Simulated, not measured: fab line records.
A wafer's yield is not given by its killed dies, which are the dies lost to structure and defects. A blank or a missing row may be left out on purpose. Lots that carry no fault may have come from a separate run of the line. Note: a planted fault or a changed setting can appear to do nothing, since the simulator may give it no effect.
Which tool did it?	flow n5Finfet	24 lots, 72 wafers sampled, at 6 steps of a route of 1938

WHAT THE GAUGES READ, wafer by wafer
N5_BEOL_M14_INSPECT_55: inspects for defects (darkfield).
lot	measured	on	rawDefectCount
L074	day 11 08:58	defectInspect-02	47 41 64
L075	day 11 12:14	defectInspect-01	57 57 50
L077	day 12 01:42	defectInspect-01	49 49 50
L076	day 12 05:13	defectInspect-01	67 77 75
L078	day 12 10:23	defectInspect-01	77 66 74
L081	day 12 22:54	defectInspect-01	87 41 35
L080	day 13 03:04	defectInspect-01	70 63 101
L079	day 13 09:41	defectInspect-02	70 46 42
L082	day 13 11:11	defectInspect-01	72 69 99
L083	day 13 11:44	defectInspect-02	60 54 54
L084	day 13 17:13	defectInspect-01	55 18 42
L086	day 14 08:31	defectInspect-02	48 42 68
L085	day 14 16:15	defectInspect-02	94 84 94
L089	day 14 16:29	defectInspect-02	77 118 51
L087	day 14 19:02	defectInspect-01	35 58 46
L088	day 14 20:05	defectInspect-02	78 62 64
L090	day 15 14:43	defectInspect-01	40 58 59
L091	day 15 14:59	defectInspect-01	33 31 39
L093	day 15 16:04	defectInspect-01	73 86 41
L092	day 15 22:49	defectInspect-01	45 63 36
L094	day 15 23:15	defectInspect-01	31 50 34
L095	day 17 05:19	defectInspect-02	40 47 44
L097	day 17 09:16	defectInspect-02	58 82 52
L096	day 17 09:32	defectInspect-01	83 88 52

N5_MIM_BOT_LITHO_OVL_MEAS_11.
lot	measured	on	MIM_BOT_OVL (nm)
L074	day 11 22:53	overlay-01	3 7 5
L075	day 11 23:11	overlay-02	-6 0 -2
L077	day 12 14:03	overlay-01	-2 -5 -5
L076	day 12 16:52	overlay-01	-1 0 -4
L078	day 12 21:09	overlay-02	-3 2 4
L081	day 13 10:04	overlay-02	-3 -6 2
L080	day 13 13:17	overlay-02	-2 -3 0
L079	day 13 19:52	overlay-01	-1 -4 1
L082	day 13 22:24	overlay-02	-2 -11 -7
L083	day 13 23:23	overlay-02	-8 -1 -11
L084	day 14 04:08	overlay-01	-3 -9 -1
L086	day 14 20:01	overlay-02	1 9 3
L085	day 15 03:53	overlay-01	1 0 2
L089	day 15 03:31	overlay-01	-3 0 -11
L087	day 15 04:17	overlay-02	-1 -2 -2
L088	day 15 08:58	overlay-02	1 3 -2
L090	day 16 03:25	overlay-01	10 12 8
L091	day 16 03:16	overlay-02	-8 -2 0
L093	day 16 04:12	overlay-02	8 -1 7
L092	day 16 11:04	overlay-01	4 -5 -5
L094	day 16 11:14	overlay-02	3 4 -5
L095	day 17 15:41	overlay-01	4 6 7
L097	day 18 08:17	overlay-02	-9 -12 -12
L096	day 18 09:55	overlay-01	-2 -5 -6

TOOL THAT RAN EACH LOT (tool first, then ch and the chambers of the sampled wafers, then the start)
lot	N5_BEOL_M15_STRIP_63	N5_BEOL_M15_ETCH_61	N5_BEOL_M15_TRENCH_ETCH_34	N5_MIM_BOT_DEGAS_01
L074	rieDiel-01 ch 0,1,2, day 11 11:18 or earlier	rieDiel-06 ch 1,2, day 11 11:18	rieDiel-06 ch 1,2, day 11 11:21	pvdSputter-03, day 11 20:01
L075	rieDiel-02 ch 0,1,3, day 11 15:19 or earlier	rieDiel-06 ch 0,1, day 11 15:19	rieDiel-06 ch 0,1, day 11 15:22	pvdSputter-03, day 11 20:08
L077	rieDiel-06 ch 1,2, day 12 04:27 or earlier	rieDiel-06 ch 0,1, day 12 04:27	rieDiel-06 ch 0,1, day 12 04:31	pvdSputter-02, day 12 11:04
L076	rieDiel-01 ch 0,1, day 12 07:44 or earlier	rieDiel-06 ch 1,2,3, day 12 07:44	rieDiel-06 ch 1,2,3, day 12 07:48	pvdSputter-02, day 12 12:59
L078	rieDiel-06 ch 0,1,3, day 12 12:34 or earlier	rieDiel-02 ch 0,1,2, day 12 12:34	rieDiel-02 ch 0,1,2, day 12 12:37	pvdSputter-03, day 12 16:59
L081	rieDiel-02 ch 0,1, day 13 01:31 or earlier	rieDiel-01 ch 1,2, day 13 01:31	rieDiel-01 ch 1,2, day 13 01:34	pvdSputter-01, day 13 07:23
L080	rieDiel-02 ch 0,1,3, day 13 05:30 or earlier	rieDiel-02 ch 0,2, day 13 05:30	rieDiel-02 ch 0,2, day 13 05:33	pvdSputter-01, day 13 10:35
L079	rieDiel-06 ch 0,1, day 13 12:11 or earlier	rieDiel-06 ch 0,1,3, day 13 12:11	rieDiel-06 ch 0,1,3, day 13 12:14	pvdSputter-01, day 13 17:35
L082	rieDiel-02 ch 0,2, day 13 13:22 or earlier	rieDiel-02 ch 0,1,2, day 13 13:22	rieDiel-02 ch 0,1,2, day 13 13:25	pvdSputter-02, day 13 18:31
L083	rieDiel-02 ch 0,1,2, day 13 14:02 or earlier	rieDiel-06 ch 1,2,3, day 13 14:02	rieDiel-06 ch 1,2,3, day 13 14:05	pvdSputter-03, day 13 21:07
L084	rieDiel-02 ch 2,3, day 13 19:37 or earlier	rieDiel-06 ch 0,1, day 13 19:37	rieDiel-06 ch 0,1, day 13 19:40	pvdSputter-01, day 14 01:12
L086	rieDiel-06 ch 0,1,3, day 14 11:05 or earlier	rieDiel-06 ch 0,1,3, day 14 11:05	rieDiel-06 ch 0,1,3, day 14 11:08	pvdSputter-03, day 14 17:28
L085	rieDiel-01 ch 1,2,3, day 14 18:52 or earlier	rieDiel-06 ch 0,1,2, day 14 18:52	rieDiel-06 ch 0,1,2, day 14 18:55	pvdSputter-01, day 15 01:38
L089	rieDiel-02 ch 0,2,3, day 14 19:30 or earlier	rieDiel-01 ch 0,2,3, day 14 19:30	rieDiel-01 ch 0,2,3, day 14 19:33	pvdSputter-01, day 15 01:31
L087	rieDiel-02 ch 0,1,2, day 14 21:19 or earlier	rieDiel-02 ch 0,2,3, day 14 21:19	rieDiel-02 ch 0,2,3, day 14 21:22	pvdSputter-03, day 15 02:05
L088	rieDiel-01 ch 1,2,3, day 14 22:58 or earlier	rieDiel-02 ch 0,1,3, day 14 22:58	rieDiel-02 ch 0,1,3, day 14 23:01	pvdSputter-03, day 15 05:11
L090	rieDiel-02 ch 0,1,3, day 15 17:01 or earlier	rieDiel-06 ch 0,1,3, day 15 17:01	rieDiel-06 ch 0,1,3, day 15 17:04	pvdSputter-02, day 15 23:35
L091	rieDiel-06 ch 0,1,2, day 15 17:24 or earlier	rieDiel-02 ch 0,1, day 15 17:24	rieDiel-02 ch 0,1, day 15 17:28	pvdSputter-03, day 15 23:28
L093	rieDiel-02 ch 0,1,2, day 15 18:34 or earlier	rieDiel-06 ch 2,3, day 15 18:34	rieDiel-06 ch 2,3, day 15 18:37	pvdSputter-02, day 16 01:57
L092	rieDiel-01 ch 0,2,3, day 16 01:14 or earlier	rieDiel-06 ch 0,2, day 16 01:14	rieDiel-06 ch 0,2, day 16 01:17	pvdSputter-02, day 16 08:35
L094	rieDiel-02 ch 1,2,3, day 16 02:05 or earlier	rieDiel-06 ch 1,2,3, day 16 02:05	rieDiel-06 ch 1,2,3, day 16 02:08	pvdSputter-02, day 16 08:43
L095	rieDiel-06 ch 0,2, day 17 07:37 or earlier	rieDiel-02 ch 0,2,3, day 17 07:37	rieDiel-02 ch 0,2,3, day 17 07:40	pvdSputter-02, day 17 13:10
L097	rieDiel-06 ch 0,3, day 17 11:59 or earlier	rieDiel-02 ch 1,2,3, day 17 11:59	rieDiel-02 ch 1,2,3, day 17 12:02	pvdSputter-03, day 18 04:28
L096	rieDiel-01 ch 1,2,3, day 17 12:39 or earlier	rieDiel-06 ch 1,3, day 17 12:39	rieDiel-06 ch 1,3, day 17 12:42	pvdSputter-01, day 18 06:51
- N5_BEOL_M15_STRIP_63: strips in O2.
- N5_BEOL_M15_ETCH_61: etches BARC in N2/H2, target depth 89 nm, overetch 26.7 nm, time 67.9 s.
- N5_BEOL_M15_TRENCH_ETCH_34: etches SiO2 in C4F8/O2/Ar, target depth 872.93 nm, time 199 s.
- N5_MIM_BOT_DEGAS_01: time 60 s.

AS READ BY THE TOOLS THEMSELVES (means over the sampled wafers that have a number; for cases with no such wafer, the mark the record gives instead)
N5_BEOL_M15_STRIP_63.
lot	tool	drypumpMotorCurrentA (A)	oesProductAu (a.u.)	rfVppV (V)	showerheadPlenumPTorr (Torr)	throttleValvePct (%)
L074	rieDiel-01	5.5	0.72	3.4	2.06	16.68
L075	rieDiel-02	5.8	0.79	4.2	2.11	16.54
L077	rieDiel-06	5.0	0.74	3.5	2.00	16.72
L076	rieDiel-01	4.9	0.70	3.4	2.08	16.81
L078	rieDiel-06	5.3	0.81	3.2	2.10	16.66
L081	rieDiel-02	5.9	0.77	3.2	2.07	16.50
L080	rieDiel-02	5.8	0.78	4.9	2.10	16.55
L079	rieDiel-06	5.1	0.72	3.8	2.02	16.85
L082	rieDiel-02	5.2	0.75	3.8	2.06	16.55
L083	rieDiel-02	5.5	0.76	3.7	2.07	16.54
L084	rieDiel-02	5.3	0.72	2.9	2.02	16.63
L086	rieDiel-06	5.4	0.79	3.0	2.10	16.68
L085	rieDiel-01	5.6	0.76	3.5	2.09	16.65
L089	rieDiel-02	5.4	0.75	3.4	2.09	16.59
L087	rieDiel-02	5.5	0.76	2.6	2.06	16.55
L088	rieDiel-01	5.6	0.76	3.5	2.09	16.65
L090	rieDiel-02	5.8	0.76	3.4	2.10	16.58
L091	rieDiel-06	5.2	0.72	3.3	2.02	16.86
L093	rieDiel-02	5.5	0.75	4.2	2.06	16.56
L092	rieDiel-01	5.8	0.78	4.0	2.02	16.51
L094	rieDiel-02	5.8	0.72	4.4	2.02	16.66
L095	rieDiel-06	5.4	0.69	3.4	2.03	16.93
L097	rieDiel-06	5.6	0.82	3.6	2.17	16.56
L096	rieDiel-01	5.6	0.85	3.0	2.08	16.52

N5_BEOL_M15_ETCH_61.
lot	tool	biasW (W)	drypumpMotorCurrentA (A)	oesProductAu (a.u.)	rfVppV (V)	showerheadPlenumPTorr (Torr)	throttleValvePct (%)
L074	rieDiel-06	150.0	5.0	0.64	520	2.43	17.88
L075	rieDiel-06	149.8	5.3	0.62	523	2.50	18.18
L077	rieDiel-06	149.9	5.4	0.62	523	2.50	18.19
L076	rieDiel-06	149.9	5.2	0.71	522	2.52	17.78
L078	rieDiel-02	150.0	5.5	0.65	523	2.51	17.77
L081	rieDiel-01	150.0	5.2	0.59	525	2.58	18.01
L080	rieDiel-02	150.1	5.2	0.68	526	2.59	17.74
L079	rieDiel-06	150.3	5.4	0.68	524	2.56	17.94
L082	rieDiel-02	149.6	5.6	0.65	523	2.51	17.79
L083	rieDiel-06	150.1	5.2	0.68	523	2.52	17.80
L084	rieDiel-06	150.0	5.3	0.61	522	2.49	18.21
L086	rieDiel-06	149.6	5.4	0.67	524	2.55	17.95
L085	rieDiel-06	150.2	5.1	0.61	521	2.45	18.08
L089	rieDiel-01	149.8	5.8	0.67	522	2.45	17.74
L087	rieDiel-02	149.9	5.4	0.65	523	2.54	17.82
L088	rieDiel-02	149.5	5.8	0.64	524	2.54	17.79
L090	rieDiel-06	150.6	5.4	0.66	524	2.55	17.97
L091	rieDiel-02	150.1	5.6	0.66	524	2.59	17.74
L093	rieDiel-06	150.0	5.2	0.66	523	2.51	17.82
L092	rieDiel-06	149.9	5.3	0.60	522	2.48	18.22
L094	rieDiel-06	149.7	5.2	0.67	522	2.51	17.83
L095	rieDiel-02	149.9	5.4	0.64	524	2.53	17.85
L097	rieDiel-02	149.6	5.8	0.62	521	2.45	17.89
L096	rieDiel-06	150.4	5.4	0.72	526	2.60	17.73

N5_BEOL_M15_TRENCH_ETCH_34.
lot	tool	biasW (W)	drypumpMotorCurrentA (A)	heInnerTorr (Torr)	oes_f_703_au (a.u.)	oesProductAu (a.u.)	rfVppV (V)	showerheadPlenumPTorr (Torr)	throttleValvePct (%)
L074	rieDiel-06	2039	5.0	15.002	0.75	0.75	2182	3.30	30.90
L075	rieDiel-06	2035	5.4	14.992	0.73	0.72	2233	3.39	31.18
L077	rieDiel-06	2035	5.3	15.036	0.71	0.72	2233	3.39	31.18
L076	rieDiel-06	2042	5.2	15.018	0.83	0.82	2200	3.42	30.79
L078	rieDiel-02	2035	5.6	14.998	0.77	0.77	2217	3.40	30.71
L081	rieDiel-01	2039	5.2	15.035	0.69	0.68	2223	3.50	31.05
L080	rieDiel-02	2042	5.2	14.984	0.79	0.80	2228	3.50	30.70
L079	rieDiel-06	2041	5.4	14.995	0.80	0.80	2228	3.45	30.93
L082	rieDiel-02	2036	5.6	14.991	0.76	0.76	2216	3.39	30.70
L083	rieDiel-06	2042	5.1	15.004	0.81	0.80	2200	3.41	30.79
L084	rieDiel-06	2052	5.3	15.000	0.71	0.71	2232	3.38	31.20
L086	rieDiel-06	2034	5.4	15.004	0.78	0.78	2227	3.45	30.94
L085	rieDiel-06	2042	5.1	14.959	0.71	0.71	2206	3.33	31.07
L089	rieDiel-01	2049	5.8	15.008	0.80	0.79	2216	3.32	30.74
L087	rieDiel-02	2042	5.4	15.011	0.75	0.74	2227	3.43	30.78
L088	rieDiel-02	2036	5.8	14.984	0.77	0.76	2223	3.43	30.71
L090	rieDiel-06	2035	5.4	14.986	0.78	0.78	2226	3.44	30.95
L091	rieDiel-02	2036	5.6	14.992	0.78	0.78	2223	3.49	30.65
L093	rieDiel-06	2038	5.2	15.008	0.77	0.77	2197	3.41	30.84
L092	rieDiel-06	2041	5.3	14.983	0.69	0.69	2230	3.37	31.24
L094	rieDiel-06	2040	5.2	14.994	0.78	0.77	2199	3.40	30.82
L095	rieDiel-02	2037	5.4	15.003	0.75	0.74	2225	3.42	30.80
L097	rieDiel-02	2036	5.8	14.991	0.72	0.71	2213	3.32	30.80
L096	rieDiel-06	2035	5.4	15.008	0.84	0.83	2221	3.52	30.69

N5_MIM_BOT_DEGAS_01.
lot	tool	heaterPowerW (W)
L074	pvdSputter-03	531
L075	pvdSputter-03	531
L077	pvdSputter-02	419
L076	pvdSputter-02	478
L078	pvdSputter-03	508
L081	pvdSputter-01	459
L080	pvdSputter-01	443
L079	pvdSputter-01	448
L082	pvdSputter-02	469
L083	pvdSputter-03	459
L084	pvdSputter-01	457
L086	pvdSputter-03	518
L085	pvdSputter-01	449
L089	pvdSputter-01	444
L087	pvdSputter-03	496
L088	pvdSputter-03	488
L090	pvdSputter-02	451
L091	pvdSputter-03	500
L093	pvdSputter-02	484
L092	pvdSputter-02	471
L094	pvdSputter-02	468
L095	pvdSputter-02	470
L097	pvdSputter-03	531
L096	pvdSputter-01	452

THE ANSWER, worked out from the rows above alone
Rule: the usual values come from the lots themselves. Put in order of their means at a reading, lots are off if they are a third of the lots or fewer, leave a main group of 4 or more, and stand apart from it by a gap of 3 or more times the standard deviation of the main group's means; of several such gaps the widest counts. Not used: any main group whose means are identical at the precision the tables above print for the reading. Also off: a lot with no number at a reading for which 4 or more lots have one. Any other lot the step has rows for is counted as sound. First the gauges in route order, then the tools' own readings, where a lot's mean is used as printed above. The first step at which some lot is off is used, and at that step the reading that is off furthest; a lot without a number counts as furthest.
Across all readings shown, no lot is off: no conclusion can be drawn from this.

WHAT HAD BEEN PUT IN BY THE SIMULATOR
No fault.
